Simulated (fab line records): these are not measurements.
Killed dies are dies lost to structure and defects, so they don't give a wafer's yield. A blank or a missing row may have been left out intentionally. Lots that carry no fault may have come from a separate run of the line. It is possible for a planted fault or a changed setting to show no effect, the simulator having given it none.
Matching of chambers / flow n5_finfet / N5_HKMG_FIN_ETCH_54 on rie_diel-05: 4 sister chambers
The step etches SiARC in CF4, target depth 45.5 nm, time 75.8 s. 22 wafers are shown with their chamber, then 11 later ones without.

## WAFERS WITH THEIR CHAMBER
wafer=L075.1; chamber=1; showerhead_plenum_p_Torr (Torr)=2.15; oes_product_au (a.u.)=0.60; etch_rf_on_time_s (s)=82.7
wafer=L075.2; chamber=2; showerhead_plenum_p_Torr (Torr)=2.11; oes_product_au (a.u.)=0.76; etch_rf_on_time_s (s)=78.1
wafer=L075.3; chamber=0; showerhead_plenum_p_Torr (Torr)=2.08; oes_product_au (a.u.)=0.70; etch_rf_on_time_s (s)=76.2
wafer=L075.4; chamber=3; showerhead_plenum_p_Torr (Torr)=2.21; oes_product_au (a.u.)=0.62; etch_rf_on_time_s (s)=75.7
wafer=L075.5; chamber=2; showerhead_plenum_p_Torr (Torr)=2.11; oes_product_au (a.u.)=0.77; etch_rf_on_time_s (s)=78.0
wafer=L075.6; chamber=3; showerhead_plenum_p_Torr (Torr)=2.21; oes_product_au (a.u.)=0.61; etch_rf_on_time_s (s)=76.8
wafer=L079.1; chamber=2; showerhead_plenum_p_Torr (Torr)=2.11; oes_product_au (a.u.)=0.76; etch_rf_on_time_s (s)=77.7
wafer=L079.3; chamber=0; showerhead_plenum_p_Torr (Torr)=2.08; oes_product_au (a.u.)=0.69; etch_rf_on_time_s (s)=76.6
wafer=L079.4; chamber=3; showerhead_plenum_p_Torr (Torr)=2.21; oes_product_au (a.u.)=0.61; etch_rf_on_time_s (s)=75.8
wafer=L081.1; chamber=2; showerhead_plenum_p_Torr (Torr)=2.11; oes_product_au (a.u.)=0.75; etch_rf_on_time_s (s)=77.6
wafer=L081.2; chamber=1; showerhead_plenum_p_Torr (Torr)=2.15; oes_product_au (a.u.)=0.59; etch_rf_on_time_s (s)=82.9
wafer=L081.3; chamber=3; showerhead_plenum_p_Torr (Torr)=2.20; oes_product_au (a.u.)=0.61; etch_rf_on_time_s (s)=75.9
wafer=L081.4; chamber=0; showerhead_plenum_p_Torr (Torr)=2.08; oes_product_au (a.u.)=0.70; etch_rf_on_time_s (s)=75.5
wafer=L081.5; chamber=3; showerhead_plenum_p_Torr (Torr)=2.20; oes_product_au (a.u.)=0.61; etch_rf_on_time_s (s)=75.1
wafer=L081.6; chamber=2; showerhead_plenum_p_Torr (Torr)=2.10; oes_product_au (a.u.)=0.76; etch_rf_on_time_s (s)=77.5
wafer=L082.2; chamber=0; showerhead_plenum_p_Torr (Torr)=2.08; oes_product_au (a.u.)=0.70; etch_rf_on_time_s (s)=75.4
wafer=L082.3; chamber=1; showerhead_plenum_p_Torr (Torr)=2.15; oes_product_au (a.u.)=0.59; etch_rf_on_time_s (s)=83.1
wafer=L082.6; chamber=0; showerhead_plenum_p_Torr (Torr)=2.08; oes_product_au (a.u.)=0.69; etch_rf_on_time_s (s)=75.5
wafer=L084.1; chamber=3; showerhead_plenum_p_Torr (Torr)=2.20; oes_product_au (a.u.)=0.61; etch_rf_on_time_s (s)=75.9
wafer=L084.4; chamber=1; showerhead_plenum_p_Torr (Torr)=2.15; oes_product_au (a.u.)=0.59; etch_rf_on_time_s (s)=82.5
wafer=L084.6; chamber=2; showerhead_plenum_p_Torr (Torr)=2.10; oes_product_au (a.u.)=0.73; etch_rf_on_time_s (s)=77.6
wafer=L088.1; chamber=1; showerhead_plenum_p_Torr (Torr)=2.14; oes_product_au (a.u.)=0.58; etch_rf_on_time_s (s)=82.4

SIGNATURES, as means of the wafers listed above
reading=showerhead_plenum_p_Torr; chamber 0=2.0800; chamber 1=2.1480; chamber 2=2.1067; chamber 3=2.2050; scatter within a chamber=0.00449
reading=oes_product_au; chamber 0=0.6960; chamber 1=0.5900; chamber 2=0.7550; chamber 3=0.6117; scatter within a chamber=0.00867
reading=etch_rf_on_time_s; chamber 0=75.840; chamber 1=82.720; chamber 2=77.750; chamber 3=75.867; scatter within a chamber=0.425
Rule: a wafer lies at a distance from a chamber equal to the root of the sum of squares, over the readings, of (its reading less the chamber's mean, divided by the reading's scatter). If the next closest chamber is less than 2 further off than the closest, the wafer can't be placed; otherwise it belongs to the closest. The scatter: the root of (the sum of the squares of (reading less its chamber's mean) over the shown wafers, divided by (wafers less chambers)).

## WAFERS WITHOUT THEIR CHAMBER
wafer=L088.2; showerhead_plenum_p_Torr (Torr)=2.20; oes_product_au (a.u.)=0.60; etch_rf_on_time_s (s)=74.7
wafer=L088.3; showerhead_plenum_p_Torr (Torr)=2.10; oes_product_au (a.u.)=0.73; etch_rf_on_time_s (s)=77.8
wafer=L088.4; showerhead_plenum_p_Torr (Torr)=2.08; oes_product_au (a.u.)=0.68; etch_rf_on_time_s (s)=75.2
wafer=L088.5; showerhead_plenum_p_Torr (Torr)=2.08; oes_product_au (a.u.)=0.69; etch_rf_on_time_s (s)=75.4
wafer=L088.6; showerhead_plenum_p_Torr (Torr)=2.14; oes_product_au (a.u.)=0.59; etch_rf_on_time_s (s)=81.4
wafer=L090.1; showerhead_plenum_p_Torr (Torr)=2.10; oes_product_au (a.u.)=0.73; etch_rf_on_time_s (s)=76.9
wafer=L090.2; showerhead_plenum_p_Torr (Torr)=2.07; oes_product_au (a.u.)=0.68; etch_rf_on_time_s (s)=74.5
wafer=L090.6; showerhead_plenum_p_Torr (Torr)=2.20; oes_product_au (a.u.)=0.61; etch_rf_on_time_s (s)=75.1
wafer=L095.1; showerhead_plenum_p_Torr (Torr)=2.19; oes_product_au (a.u.)=0.60; etch_rf_on_time_s (s)=75.4
wafer=L095.2; showerhead_plenum_p_Torr (Torr)=2.14; oes_product_au (a.u.)=0.58; etch_rf_on_time_s (s)=82.1
wafer=L095.4; showerhead_plenum_p_Torr (Torr)=2.07; oes_product_au (a.u.)=0.67; etch_rf_on_time_s (s)=75.3

## WHICH CHAMBER EACH WENT THROUGH
wafer=L088.2; from the rows above=3; in truth=3
wafer=L088.3; from the rows above=2; in truth=2
wafer=L088.4; from the rows above=0; in truth=0
wafer=L088.5; from the rows above=0; in truth=0
wafer=L088.6; from the rows above=1; in truth=1
wafer=L090.1; from the rows above=2; in truth=2
wafer=L090.2; from the rows above=0; in truth=0
wafer=L090.6; from the rows above=3; in truth=3
wafer=L095.1; from the rows above=3; in truth=3
wafer=L095.2; from the rows above=1; in truth=1
wafer=L095.4; from the rows above=0; in truth=0
Correct placement for 11 of the 11. Not placeable from these rows: 0. Placed wrongly: 0.
